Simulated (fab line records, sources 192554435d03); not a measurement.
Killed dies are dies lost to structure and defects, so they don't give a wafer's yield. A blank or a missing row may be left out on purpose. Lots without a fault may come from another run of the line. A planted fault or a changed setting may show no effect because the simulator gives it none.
fab line records | flow n5_finfet
record lots=4 wafers=11 last_day=15
route steps=1938 shown PMOS_HMC_CHANNEL_EPI@84 FIN_SAQP@90 STI_FIN_REVEAL@196 BEOL_M4@1111
lots that met no fault: from a run of the same line without faults
start_h: hours from the record's first day to the start of the lot's first wafer shown | wait_h: hours since the lot's step before | " the same as in the row above | L1.1+2: a row that stands for several wafers | - no value, or no start given | * or withheld: withheld | < > ~ a bound
route shown NAME@n: a module of which the file shows steps, and the number in the route of the first | usual: mean/standard deviation of fault-free wafers | same: alike in all rows | chamber/n: place in a boat | sites: the reading at each site | _std_site: their standard deviation | _edge_site: outer sites' mean less inner sites' | radius_mm: how far each site lies from the wafer's centre | mask NAME#n: copy n | behind: the tool/chamber that last shaped the wafer | hold: why the lot was held/for how many hours/how that ended | device: the transistor (n, p or np) that didn't switch | end of line: the same wafers' tests at the end of the route | a step without rows: its recipe alone | killed: dies lost to structure and defects at the first sort, not the wafer's yield | map: a wafer's dies, x killed, . not, _ none there
set.NAME: the setting as run; set.NAME@STEP: as run at that earlier step | model.NAME: the simulator's own value behind a step, which no gauge read
lots at some steps of the route; a table a step, a row a wafer
services: from which hour (start_h, from the record's first day; less than 0 if before it) a tool's chamber was out of use, for how many hours, and why
## steps
# step N5_PMOS_HMC_CHANNEL_EPI_PRECLEAN_37
# recipe chemistry=O3/DIW time_s=45 temp_c=22 o3_ppm=10
# step N5_PMOS_HMC_CHANNEL_EPI_PRECLEAN_24
# recipe chemistry=DHF time_s=30 temp_c=25 dilution=withheld
# step N5_PMOS_HMC_CHANNEL_EPI_SRD_25
# recipe dry=ipa_marangoni do_ppb=5 time_s=30 temp_c=23 rinse_liquid=diw
# step N5_PMOS_HMC_CHANNEL_EPI_EPI_26
# recipe material=Si target_thk_a=38 temp_c=650 precursor=SiH4/H2 pressure_torr=20 time_s=22.7
# step N5_FIN_SAQP_PRECLEAN_42
# recipe chemistry=O3/DIW time_s=60 temp_c=22 o3_ppm=10
# step N5_FIN_SAQP_PRECLEAN_00
# recipe chemistry=SC1 time_s=60 temp_c=55 mix=1:2:50
# step N5_FIN_SAQP_PRECLEAN_44
# recipe chemistry=SC2 time_s=45 temp_c=35 mix=1:1:50
# step N5_FIN_SAQP_SRD_01
# recipe dry=ipa_marangoni time_s=30 temp_c=23 rinse_liquid=diw
# step N5_FIN_SAQP_ALD_61
# recipe material=SiO2 target_thk_a=40 temp_c=300 ald_precursor_family=BDEAS ald_co_reactant=O2-plasma pulse_time_s=1 purge_time_s=2 co_reactant_purge_time_s=2 ald_cycles=43 pressure_torr=2
# step N5_FIN_SAQP_DENSIFY_62
# recipe temp_c=700 time_s=60 ambient=N2 idle_temp_c=600 ramp_up_c_per_s=150 ramp_down_c_per_s=60 cool_to_c=600
# step N5_FIN_SAQP_HM_DEP_03
# recipe material=SiNx target_thk_a=380 temp_c=400 precursor=SiH4/NH3/N2 pressure_torr=1.5 rf_w=300 time_s=33.6
# usual chamber_pressure_Torr=1.500/0.0032 heater_power_w=766/100 showerhead_plenum_p_Torr=5.13/0.087 throttle_valve_pct=40.1/2.4
# columns lot.wafer tool chamber start_h wait_h chamber_pressure_Torr heater_power_w showerhead_plenum_p_Torr throttle_valve_pct model.SiNx_of_FIN_SAQP_HM_DEP_03.thk_nm
L706.1 pecvd-03 2 44.52 0.2 1.503 851 5.07 41.0 37.49
L706.5 " 2 " " 1.504 878 5.07 40.9 37.87
L706.6 " 0 " " 1.496 706 5.26 42.6 38.13
L711.1 pecvd-03 0 74.91 0.2 1.504 764 5.28 42.7 37.49
L711.3 " 2 " " 1.503 785 5.08 41.0 38.93
L711.6 " 1 " " 1.502 938 5.23 35.2 38.22
L712.2 pecvd-01 2 80.85 0.2 1.496 871 5.07 40.3 38.04
L712.3 " 0 " " 1.493 787 5.15 41.4 37.92
L712.4 " 1 " " 1.501 935 5.17 42.4 38.64
L716.2 pecvd-03 2 104.89 0.2 1.498 779 5.07 41.1 38.87
L716.4 " 2 " " 1.501 805 5.09 40.8 38.23
# step N5_FIN_SAQP_PECVD_47
# recipe material=a-Si target_thk_a=450 temp_c=400 precursor=SiH4/He pressure_torr=3 rf_w=100 time_s=36.3
# step N5_FIN_SAQP_PECVD_48
# recipe material=SiNx target_thk_a=250 temp_c=400 precursor=SiH4/NH3/N2 pressure_torr=1.5 rf_w=300 time_s=22.1
# step N5_FIN_SAQP_PECVD_06
# recipe material=a-Si target_thk_a=600 temp_c=400 precursor=SiH4/He pressure_torr=3 rf_w=100 time_s=48.1
# step N5_FIN_SAQP_HM_DEP_72
# recipe material=SiO2 target_thk_a=120 temp_c=400 precursor=SiH4/N2O pressure_torr=0.75 rf_w=275 time_s=7.2
# step N5_FIN_SAQP_COAT_49
# recipe resist=SOC temp_c=250 time_s=60 spin_rpm=1500 resist_thk_nm=100
# step N5_FIN_SAQP_COAT_50
# recipe resist=SiARC temp_c=220 time_s=60 spin_rpm=1500 resist_thk_nm=35
# step N5_FIN_SAQP_COAT_10
# recipe resist=CAR-ArF spin_rpm=1500 resist_thk_nm=90
# step N5_FIN_SAQP_EBR_12
# recipe solvent=PGMEA ebr_width_mm=1.5
# step N5_FIN_SAQP_SOFTBAKE_11
# recipe temp_c=110 time_s=60 resist=CAR-ArF
# step N5_FIN_SAQP_EXPOSE_13
# recipe mask_id=FIN_CORE na=1.35 source_shape=dipole sigma_inner=0.538 sigma_outer=0.738 polarization=te target_cd_nm=35.6 dose_mj=63.25
# step N5_FIN_SAQP_PEB_14
# recipe peb_temp_c=withheld peb_time_s=60 resist=CAR-ArF
# step N5_FIN_SAQP_DEVELOP_15
# recipe develop_time_s=30 developer=TMAH resist=CAR-ArF dev_temp_c=23 rinse_liquid=diw dry=air_spin
# step N5_FIN_SAQP_DESCUM_21
# recipe chemistry=O2 time_s=7.9 source_power_w=50 bias_power_w=20 pressure_mtorr=20 rf_frequency_hz=2.712e+07 temp_c=40 resist=CAR-ArF o2_flow_sccm=225
# step N5_FIN_SAQP_ETCH_51
# recipe chemistry=CF4 target=SiARC target_depth_a=455 mask_material=CAR-ArF time_s=75.8 ion_energy_ev=80 pressure_mtorr=40 source_w=545 bias_w=36 Ar_flow_sccm=100 cf4_flow_sccm=100 ends=cleared
# step N5_FIN_SAQP_ETCH_52
# recipe chemistry=N2/H2 target=SOC target_depth_a=1000 overetch_a=200 mask_material=SiARC temp_c=40 time_s=150 ion_energy_ev=200 pressure_mtorr=30 source_w=840 bias_w=150 n2_flow_sccm=200 h2_flow_sccm=200 ends=end_point
# step N5_FIN_SAQP_STRIP_53
# recipe chemistry=N2/H2 temp_c=40 n2_flow_sccm=200 h2_flow_sccm=200 rf_frequency_hz=6e+07
# step N5_FIN_SAQP_HM_OPEN_73
# recipe chemistry=CHF3/O2 target=SiO2 stop_on=a-Si target_depth_a=120 over_etch_frac=1.8 mask_material=SOC time_s=16.8 pressure_mtorr=30 source_w=650 bias_w=170 Ar_flow_sccm=200 CHF3_flow_sccm=50 O2_flow_sccm=5 ion_energy_ev=200 ends=end_point
# step N5_FIN_SAQP_STRIP_74
# recipe chemistry=CHF3/O2 resist=SiARC rf_frequency_hz=6e+07
# step N5_FIN_SAQP_MANDREL_ETCH_22
# recipe target_depth_a=600 chemistry=HBr/Cl2 target=a-Si stop_on=SiNx bt_time_s=10 over_etch_frac=0.5 time_s=30 pressure_mtorr=10 icp_w=800 bias_w=75 HBr_flow_sccm=150 Cl2_flow_sccm=80 ends=end_point
# step N5_FIN_SAQP_STRIP_55
# recipe chemistry=N2/H2 power_w=500 temp_c=40 pressure_mtorr=50 rf_frequency_hz=6e+07 overash_fraction=0.3 bias_power_w=28 h2_frac=0.5 n2_flow_sccm=300 h2_flow_sccm=300
# step N5_FIN_SAQP_STRIP_23
# recipe chemistry=SPM time_s=750 temp_c=130 h2so4_h2o2_vol_ratio=4
# step N5_FIN_SAQP_SRD_66
# recipe dry=ipa_marangoni time_s=30 temp_c=23 rinse_liquid=diw
# step N5_FIN_SAQP_RECESS_75
# recipe chemistry=HF/NH3 target=SiO2 target_depth_a=144 afs_cycles=3 temp_c=30 sublimation_temp_c=180 sublimation_time_s=60
# step N5_FIN_SAQP_SPACER1_ALD_24
# recipe material=SiO2 target_thk_a=203 temp_c=300 ald_precursor_family=BDEAS ald_co_reactant=O2-plasma pulse_time_s=1 purge_time_s=2 co_reactant_purge_time_s=2 ald_cycles=218 pressure_torr=2
# step N5_FIN_SAQP_HM_OPEN_33
# recipe chemistry=CH3F/O2 target=SiNx mask_material=SiO2 target_depth_a=494 time_s=70.6 pressure_mtorr=30 source_w=395 bias_w=73 Ar_flow_sccm=150 CH3F_flow_sccm=30 O2_flow_sccm=20 ion_energy_ev=120 ends=cleared
# usual drypump_motor_current_A=6.0/0.37 etch_rf_on_time_s=69.5/1.5 oes_ar_750_au=0.76/0.081 oes_product_au=0.65/0.073 rf_vpp_V=298/3.8 showerhead_plenum_p_Torr=2.00/0.052 throttle_valve_pct=16.44/0.29
# columns lot.wafer tool chamber start_h wait_h drypump_motor_current_A etch_rf_on_time_s oes_ar_750_au oes_product_au rf_hours_counter_h rf_vpp_V showerhead_plenum_p_Torr throttle_valve_pct model.etch.depth_nm
L706.1 rie_diel-04 3 49.14 0.1 6.3 69.0 0.71 0.60 210 293 1.90 16.73 36.77
L706.5 " 1 " " 6.0 68.3 0.74 0.64 - 297 2.00 16.27 37.24
L706.6 " 0 " " 5.4 68.7 0.71 0.61 - 302 2.07 16.35 37.5
L711.1 rie_diel-04 0 80.00 0.2 5.4 68.5 0.69 0.59 216 301 2.06 16.38 36.77
L711.3 " 1 " " 6.0 71.0 0.73 0.62 148 297 2.00 16.29 38.3
L711.6 " 0 " " 5.4 69.0 0.70 0.59 - 302 2.06 16.38 37.52
L712.2 rie_diel-03 3 87.25 0.0 6.3 68.8 0.84 0.72 73 301 2.03 16.16 37.32
L712.3 " 2 " " 5.5 69.9 0.72 0.61 193 302 2.07 16.81 37.24
L712.4 " 0 " " 5.7 70.4 0.91 0.77 30 295 2.03 16.41 38.01
L716.2 rie_diel-05 1 109.79 0.0 6.2 72.1 0.69 0.59 227 300 1.98 16.73 38.24
L716.4 " 3 " " 6.2 70.0 0.73 0.63 186 304 2.07 16.69 37.57
# step N5_STI_FIN_REVEAL_RECESS_09
# recipe chemistry=HF/NH3 target=SiO2 afs_cycles=11 target_depth_a=425 temp_c=30 sublimation_temp_c=180 sublimation_time_s=60
# usual drypump_motor_current_A=5.4/0.37
# columns lot.wafer tool chamber start_h wait_h drypump_motor_current_A model.SiNx_of_FIN_SAQP_HM_DEP_03.thk_nm
L706.1 vapor_etch-01 0 57.65 0.0 5.5 17.6
L706.5 " 1 58.71 1.1 4.7 18.2
L706.6 " 0 " " 5.5 18.6
L711.1 vapor_etch-02 1 87.92 0.0 5.5 17.8
L711.3 " 1 " " 5.5 19.4
L711.6 " 0 " " 5.8 18.6
L712.2 vapor_etch-01 1 96.05 0.0 4.7 18
L712.3 " 0 " " 5.5 17.8
L712.4 " 1 " " 4.7 18.8
L716.2 vapor_etch-02 0 117.70 0.0 5.8 19.2
L716.4 " 0 " " 5.8 18.4
# step N5_BEOL_M4_RC_MEAS_101
# usual DIBL_N=36.5/1.4 DIBL_P=36.9/1.7 IOFF_N=0.163/0.023 IOFF_P=0.22/0.032 ION_N=673/9 ION_P=462/7.5 SS_N=71.6/0.54 SS_P=73.4/0.62 VT_N=249.8/2.8 VT_P=-250/3.5
# columns lot.wafer tool chamber start_h wait_h DIBL_N[mV/V] DIBL_P[mV/V] IOFF_N[nA/um] IOFF_P[nA/um] ION_N[uA/um] ION_P[uA/um] SS_N[mV/dec] SS_P[mV/dec] VT_N[mV] VT_P[mV]
L706.1 prober-01 0 188.00 0.0 36.7 35.4 0.156 0.24 675 472 72.0 73.0 249.7 -245
L706.5 " 0 " " 35.1 34.0 0.132 0.23 671 469 71.3 72.5 254.2 -244
L706.6 " 0 " " 37.3 36.6 0.178 0.28 685 480 71.7 73.7 246.4 -240
L711.1 prober-02 0 215.92 0.0 36.6 39.1 0.176 0.22 669 454 71.5 73.7 249.1 -252
L711.3 " 0 " " 34.4 35.5 0.132 0.16 663 455 70.7 73.1 254.7 -255
L711.6 " 0 " " 34.4 36.0 0.128 0.16 662 450 71.2 72.7 254.2 -259
L712.2 prober-02 0 233.51 0.2 34.9 34.0 0.129 0.20 663 449 71.3 72.5 253.5 -250
L712.3 " 0 " " 36.2 35.2 0.155 0.22 667 463 71.5 72.3 248.4 -246
L712.4 " 0 " " 34.3 33.4 0.131 0.19 678 465 70.9 72.3 249.7 -250
L716.2 prober-02 0 258.94 0.2 37.2 38.0 0.171 0.24 668 469 71.9 73.6 250.7 -247
L716.4 " 0 " " 39.0 40.7 0.220 0.30 691 478 71.2 74.4 243.9 -245
## services
# columns tool chamber start_h hours kind
rie_diel-04 0 26.18 3.2 repair
rie_diel-05 1 32.52 6.7 repair
pecvd-03 0 36.80 2.1 scheduled_down
pecvd-03 1 40.25 5.5 scheduled_down
pecvd-01 1 69.22 2.1 scheduled_down
pecvd-01 - 70.01 5.5 pm
rie_diel-04 - 94.95 0.9 repair
## key
first_sign none at tools or gauges
model_effect step=N5_FIN_SAQP_HM_DEP_03 value=SiNx_of_FIN_SAQP_HM_DEP_03.thk_nm without=37.2 struck=38.9
model_effect step=N5_FIN_SAQP_HM_OPEN_33 value=etch.depth_nm without=36.57 struck=38.27
model_effect step=N5_STI_FIN_REVEAL_RECESS_09 value=SiNx_of_FIN_SAQP_HM_DEP_03.thk_nm without=17.6 struck=19.3
met_at N5_FIN_SAQP_HM_DEP_03
struck_wafers L711.3,L716.2
onset_between 44.52 74.91
fault kind=process_parameter_drift tool=pecvd-03 chamber=- onset_h=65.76 steps=N5_FIN_SAQP_HM_DEP_03 channel=time_s offset=* shape=step end_h=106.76 scope=struck_wafers_only acts_in=* stated=*
